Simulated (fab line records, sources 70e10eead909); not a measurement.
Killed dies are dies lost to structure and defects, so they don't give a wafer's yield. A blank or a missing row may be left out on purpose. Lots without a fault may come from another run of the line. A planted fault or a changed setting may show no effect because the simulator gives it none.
Chamber matching | flow nand_harc | NHARC_A_STAIRCASE_TRIM_187 on rie_diel-05: 4 sister chambers
The step chemistry O2, time 211.2 s. 4 wafers are shown with their chamber, then 12 later ones without.

WAFERS WITH THEIR CHAMBER
wafer  | chamber | drypump_motor_current_A (A)
L086.5 | 0       | 6.1
L091.3 | 3       | 4.9
L091.5 | 1       | 4.8
L091.6 | 2       | 6.2

WAFERS WITHOUT THEIR CHAMBER
wafer  | drypump_motor_current_A (A)
L092.1 | 6.1
L092.3 | 6.3
L092.6 | 6.3
L095.2 | 6.2
L095.3 | 4.9
L095.4 | 4.8
L095.1 | 6.1
L095.5 | 6.3
L095.6 | 4.9
L096.1 | 6.2
L096.2 | 4.9
L096.3 | 6.2

WHICH CHAMBER EACH WENT THROUGH
wafer  | from the rows above | in truth
L092.1 | 0                   | 0
L092.3 | 2                   | 2
L092.6 | 2                   | 2
L095.2 | 2                   | 2
L095.3 | 3                   | 3
L095.4 | 1                   | 1
L095.1 | 0                   | 0
L095.5 | 2                   | 2
L095.6 | 3                   | 3
L096.1 | 2                   | 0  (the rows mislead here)
L096.2 | 3                   | 3
L096.3 | 2                   | 2
Placed correctly: 11 of 12. Can't be placed from these rows: 0. Placed wrongly: 1.
How it was worked out, from the rows above alone: a wafer's distance from a chamber is the root of the sum, over the readings, of the square of ((its reading less the chamber's mean) divided by the reading's scatter). The wafer belongs to the nearest chamber; if the next one is less than 2 further off, it can't be placed. A chamber's mean is the mean of its shown wafers. The scatter: with one shown wafer a chamber, the root of the mean of the squares of how far each hidden wafer lies from its nearest shown one.
